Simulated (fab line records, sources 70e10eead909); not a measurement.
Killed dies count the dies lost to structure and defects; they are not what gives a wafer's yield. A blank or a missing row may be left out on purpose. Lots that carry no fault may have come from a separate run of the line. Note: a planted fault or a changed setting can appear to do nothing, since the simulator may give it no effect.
fab line records -- flow nand_harc
[record] lots = 13, wafers = 39, last_day = 33
route steps=1302 shown A_SLIT@922 HYBRID_BOND@1242 THIN_TSV@1270 END@1302
lots that met no fault: taken from a fault-free run of the same line
start_h: hours from the record's opening day to when the first of the lot's shown wafers began -- wait_h: how many hours have passed since the lot's step before this one -- " repeats the value in the row above -- L1.1+2: several wafers, shown together as one row -- - no value, or no start given -- * or withheld: withheld -- < > ~ a bound
route shown NAME@n: a module of which the file shows steps, and the number in the route of the first -- usual: mean/standard deviation of fault-free wafers -- same: alike in all rows -- chamber/n: place in a boat -- sites: per-site readings -- _std_site: the values' standard deviation -- _edge_site: the outer-site mean with the inner-site mean subtracted -- radius_mm: for every site, how far away it sits from the centre of the wafer -- mask NAME#n: copy n -- behind: the most recent tool/chamber to have shaped the wafer -- hold: why the lot went on hold/how many hours it stayed there/how the hold came to an end -- device: names the non-switching transistor (n, p or np) -- end of line: tests of these same wafers at the route's end -- a step without rows: its recipe alone -- killed: dies lost to structure and defects at the first sort, not the wafer's yield -- map: per-die view of a wafer (x killed, . not killed, _ where there is no die)
set.NAME: the run value of the setting; set.NAME@STEP: its run value at that earlier step -- model.NAME: the simulator's own value behind a step, which no gauge read
route steps across a sampled set of lots; one table per step, one row per wafer
services: from which hour (start_h, from the record's first day; less than 0 if before it) a tool's chamber was out of use, for how many hours, and why
[[steps]]
[step NHARC_A_SLIT_DEP_25]
[recipe] target_thk_a = 2000, temp_c = 400, pressure_torr = 6.5, rf_w = 900, teos_flow_sccm = 161.4, flow_sccm = 2650, target_thk_nm = 200, gas = O2, material = SiO2
[usual] flow_sccm = 2650/8, heater_power_outer_w = 265/44, heater_power_w = 502/66, throttle_valve_pct = 16.0/0.42
lot.wafer,tool,chamber,start_h,wait_h,flow_sccm,heater_power_outer_w,heater_power_w,throttle_valve_pct
L889.3,pecvd-04,2,440.81,0.1,2633,226,464,16.2
L889.6,pecvd-04,1,440.81,0.1,2654,288,560,15.9
L889.4,pecvd-04,0,440.81,0.1,2638,252,465,16.7
L890.3,pecvd-03,1,453.08,0.1,2654,224,472,16.1
L890.4,pecvd-03,0,453.08,0.1,2662,316,640,15.8
L890.5,pecvd-03,1,453.08,0.1,2647,231,479,16.0
L892.2,pecvd-03,1,463.96,0.1,2653,288,566,16.1
L892.1,pecvd-03,2,463.96,0.1,2654,319,540,15.5
L892.4,pecvd-03,1,463.96,0.1,2636,181,413,16.1
L893.2,pecvd-03,1,481.85,0.1,2652,286,560,16.2
L893.6,pecvd-03,1,481.85,0.1,2663,286,555,15.9
L893.4,pecvd-03,2,481.85,0.1,2647,314,525,15.6
L894.1,pecvd-03,2,490.39,0.1,2643,286,485,15.6
L894.3,pecvd-03,0,490.39,0.1,2639,292,602,16.1
L894.5,pecvd-03,1,490.39,0.1,2651,246,490,16.3
L895.1,pecvd-01,1,490.42,0.1,2648,267,449,15.8
L895.5,pecvd-01,1,490.42,0.1,2646,271,444,15.8
L895.4,pecvd-01,2,490.42,0.1,2654,290,507,16.9
L897.1,pecvd-04,1,529.28,0.1,2649,353,624,15.6
L897.6,pecvd-04,1,529.28,0.1,2666,345,625,15.7
L897.4,pecvd-04,2,529.28,0.1,2641,210,445,15.7
L898.1,pecvd-01,1,535.24,0.1,2660,283,471,16.0
L898.4,pecvd-01,0,535.24,0.1,2651,255,483,16.5
L898.6,pecvd-01,0,535.24,0.1,2650,260,503,16.6
L900.3,pecvd-01,2,550.32,0.1,2645,226,421,16.3
L900.1,pecvd-01,1,550.32,0.1,2644,217,388,15.8
L900.5,pecvd-01,1,550.32,0.1,2645,234,387,15.6
L903.2,pecvd-04,0,574.78,0.2,2654,254,456,16.5
L903.5,pecvd-04,2,574.78,0.2,2649,166,391,15.8
L903.6,pecvd-04,1,574.78,0.2,2646,344,627,15.7
L905.2,pecvd-03,2,613.19,0.1,2655,305,508,15.9
L905.1,pecvd-03,0,613.19,0.1,2648,227,507,15.5
L905.6,pecvd-03,2,613.19,0.1,2652,307,527,15.7
L909.1,pecvd-01,0,633.20,0.1,2642,190,420,16.4
L909.3,pecvd-01,1,633.20,0.1,2656,246,414,15.9
L909.4,pecvd-01,0,633.20,0.1,2635,200,421,16.9
L912.1,pecvd-01,1,668.73,0.1,2653,280,469,16.2
L912.2,pecvd-01,2,668.73,0.1,2660,248,438,16.9
L912.5,pecvd-01,2,668.73,0.1,2643,260,466,16.8
[step NHARC_HYBRID_BOND_OVL_MEAS_05]
[usual] overlay_x_nm = -2/39, overlay_y_nm = 0/37
lot.wafer,tool,chamber,start_h,wait_h,overlay_x_nm,overlay_y_nm
L889.3,overlay-01,-,536.66,0.4,32,25
L889.4,overlay-01,-,536.66,0.4,-9,-7
L889.6,overlay-01,-,536.66,0.4,-82,6
L890.3,overlay-01,-,552.20,0.4,2,20
L890.4,overlay-01,-,552.20,0.4,-15,20
L890.5,overlay-01,-,552.20,0.4,-23,48
L892.1,overlay-02,-,562.62,0.4,-7,4
L892.2,overlay-02,-,562.62,0.4,-10,-128
L892.4,overlay-02,-,562.62,0.4,2,20
L893.2,overlay-01,-,575.02,0.4,57,-24
L893.4,overlay-01,-,575.02,0.4,-20,-40
L893.6,overlay-01,-,575.02,0.4,-72,53
L895.1,overlay-01,-,592.26,0.4,-33,41
L895.4,overlay-01,-,592.26,0.4,-63,-5
L895.5,overlay-01,-,592.26,0.4,-65,-67
L894.1,overlay-02,-,592.27,0.4,-27,-45
L894.3,overlay-02,-,592.27,0.4,-6,-13
L894.5,overlay-02,-,592.27,0.4,-66,-30
L898.1,overlay-02,-,630.81,0.4,21,47
L898.4,overlay-02,-,630.81,0.4,3,21
L898.6,overlay-02,-,630.81,0.4,43,-19
L897.1,overlay-01,-,630.81,0.4,5,84
L897.4,overlay-01,-,630.81,0.4,32,8
L897.6,overlay-01,-,630.81,0.4,-31,67
L900.1,overlay-02,-,644.87,0.4,-6,-60
L900.3,overlay-02,-,644.87,0.4,18,57
L900.5,overlay-02,-,644.87,0.4,7,6
L903.2,overlay-02,-,675.55,0.4,17,58
L903.5,overlay-02,-,675.55,0.4,2,-33
L903.6,overlay-02,-,675.55,0.4,-45,-9
L905.1,overlay-01,-,717.29,0.4,65,-7
L905.2,overlay-01,-,717.29,0.4,23,19
L905.6,overlay-01,-,717.29,0.4,-6,-8
L909.1,overlay-02,-,736.06,0.4,-19,-33
L909.3,overlay-02,-,736.06,0.4,-9,-40
L909.4,overlay-02,-,736.06,0.4,-73,-22
L912.1,overlay-01,-,765.73,0.4,27,-26
L912.2,overlay-01,-,765.73,0.4,23,61
L912.5,overlay-01,-,765.73,0.4,-5,-3
[step NHARC_THIN_TSV_DEGAS_49]
[recipe] temp_c = 300, time_s = 120
[usual] heater_power_w = 460/57
lot.wafer,tool,chamber,start_h,wait_h,heater_power_w
L889.3,pvd_sputter-01,-,543.51,0.1,504
L889.4,pvd_sputter-01,-,543.51,0.1,505
L889.6,pvd_sputter-01,-,543.51,0.1,504
L890.4,pvd_sputter-03,-,557.56,0.1,500
L890.3,pvd_sputter-03,-,557.56,0.1,448
L890.5,pvd_sputter-03,-,557.56,0.1,450
L892.2,pvd_sputter-01,-,568.17,0.1,574
L892.1,pvd_sputter-01,-,568.17,0.1,502
L892.4,pvd_sputter-01,-,568.17,0.1,495
L893.2,pvd_sputter-02,-,580.63,0.2,487
L893.4,pvd_sputter-02,-,580.63,0.2,385
L893.6,pvd_sputter-02,-,580.63,0.2,425
L895.1,pvd_sputter-02,-,597.83,0.1,492
L895.4,pvd_sputter-02,-,597.83,0.1,431
L895.5,pvd_sputter-02,-,597.83,0.1,384
L894.3,pvd_sputter-02,-,599.11,0.1,407
L894.1,pvd_sputter-02,-,599.11,0.1,386
L894.5,pvd_sputter-02,-,599.11,0.1,429
L898.1,pvd_sputter-01,-,636.31,0.1,524
L898.4,pvd_sputter-01,-,636.31,0.1,405
L898.6,pvd_sputter-01,-,636.31,0.1,542
L897.1,pvd_sputter-03,-,637.65,0.1,506
L897.4,pvd_sputter-03,-,637.65,0.1,517
L897.6,pvd_sputter-03,-,637.65,0.1,458
L900.1,pvd_sputter-03,-,651.62,0.2,516
L900.3,pvd_sputter-03,-,651.62,0.2,497
L900.5,pvd_sputter-03,-,651.62,0.2,499
L903.2,pvd_sputter-02,-,681.03,0.1,387
L903.5,pvd_sputter-02,-,681.03,0.1,392
L903.6,pvd_sputter-02,-,681.03,0.1,426
L905.1,pvd_sputter-03,-,722.81,0.1,472
L905.2,pvd_sputter-03,-,722.81,0.1,471
L905.6,pvd_sputter-03,-,722.81,0.1,483
L909.1,pvd_sputter-02,-,749.37,0.1,459
L909.3,pvd_sputter-02,-,749.37,0.1,388
L909.4,pvd_sputter-02,-,749.37,0.1,390
L912.1,pvd_sputter-02,-,771.29,0.1,409
L912.2,pvd_sputter-02,-,771.29,0.1,382
L912.5,pvd_sputter-02,-,771.29,0.1,417
[step NHARC_END_SORT_01]
[recipe] temp_c = 25
[usual] killed_at_array = 60/21, killed_at_other = 1.0/1.2, killed_at_periphery = 4.2/2.8, killed_dies = 65/20, killed_open = 3.1/1.8, killed_short = 2.6/1.6
[same] gross_dies = 677
lot.wafer,tool,chamber,start_h,wait_h,killed_at_array,killed_at_other,killed_at_periphery,killed_dies,killed_open,killed_short
L905.1,prober-02,0,735.54,2.5,124,0,8,132,4,1
L905.2,prober-02,0,736.34,2.8,80,0,4,84,2,4
L905.6,prober-02,0,739.56,4.0,91,0,6,97,3,4
// killed by level:class
L905.1 A_SLIT:unspecified=46 A_SLIT:chamber_film_flake=34 A_CHANNEL_HOLE_D1:chamber_film_flake=22 A_CHANNEL_HOLE_D2:chamber_film_flake=11 A_CONTACT:chamber_film_flake=6 P_STI:chamber_film_flake=4 P_CONTACT:geometric_particle:short=1 P_CONTACT:geometric_particle:open=1
L905.2 A_CHANNEL_HOLE_D1:chamber_film_flake=27 A_CHANNEL_HOLE_D2:chamber_film_flake=21 A_SLIT:chamber_film_flake=19 A_CONTACT:chamber_film_flake=5 A_STAIRCASE:chamber_film_flake=3 P_CONTACT:geometric_particle:short=2 A_ONON_D2:geometric_particle:short=1 A_CHANNEL_FILL_D2:geometric_particle:open=1
L905.6 A_CHANNEL_HOLE_D1:chamber_film_flake=37 A_SLIT:chamber_film_flake=29 A_CHANNEL_HOLE_D2:chamber_film_flake=12 A_CONTACT:chamber_film_flake=7 P_ZERO_WELL:chamber_film_flake=3 A_ONON_D2:geometric_particle:short=2 P_M1:chamber_film_flake=2 P_M0:geometric_particle:open=1
[[services]]
tool,chamber,start_h,hours,kind
pvd_sputter-03,-,441.58,3.1,repair
pecvd-04,-,450.14,13.0,pm
pecvd-01,-,459.76,1.4,repair
pvd_sputter-02,-,469.00,10.0,pm
pecvd-01,-,478.88,1.2,repair
pvd_sputter-03,-,489.40,4.5,repair
pecvd-01,-,492.07,13.0,pm
pecvd-04,-,505.43,0.5,repair
pecvd-03,-,521.54,1.5,repair
pvd_sputter-03,-,526.02,10.0,pm
pecvd-01,2,530.74,6.2,repair
pecvd-03,-,547.83,13.0,pm
pecvd-01,1,572.70,4.7,repair
pecvd-01,0,605.57,3.9,repair
pecvd-04,-,631.24,13.0,pm
pvd_sputter-02,-,647.00,10.0,pm
pecvd-01,-,666.61,0.4,repair
pecvd-01,-,673.07,13.0,pm
pvd_sputter-03,-,704.02,10.0,pm
pvd_sputter-02,-,705.67,2.7,repair
pecvd-03,-,728.83,13.0,pm
pvd_sputter-02,-,735.05,1.4,repair
pvd_sputter-02,-,742.51,1.9,repair
pecvd-03,1,768.39,15.4,repair
[[key]]
[first_sign] step = NHARC_END_SORT_01, reading = killed_dies, direction = up, sigmas = 3.3, usual = 65, struck = 132
[effect] step = NHARC_END_SORT_01, reading = killed_at_array, direction = up, sigmas = 3.1, usual = 60, struck = 124
[more_kills_born_at] NHARC_A_SLIT_DEP_25@pecvd-03 = 46
met_at NHARC_A_SLIT_DEP_25
struck_lots L905
struck_wafers L905.1
tester_left_out L905
not_acting_at NHARC_HYBRID_BOND_OVL_MEAS_05,NHARC_THIN_TSV_DEGAS_49
onset_between 490.39 613.19
[fault] kind = chamber_particle_source, tool = pecvd-03, chamber = 0, onset_h = 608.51, steps = NHARC_A_SLIT_DEP_25, rate_per_visit_cm2 = 0.51858, end_h = 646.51
// tester_left_out: of these lots the tester's yield and bins aren't shown, on N5 and GAA mostly nor the transistor test; their killed dies are dies lost to structure and defects alone, not to doping, threshold or leakage, so they don't give the yield
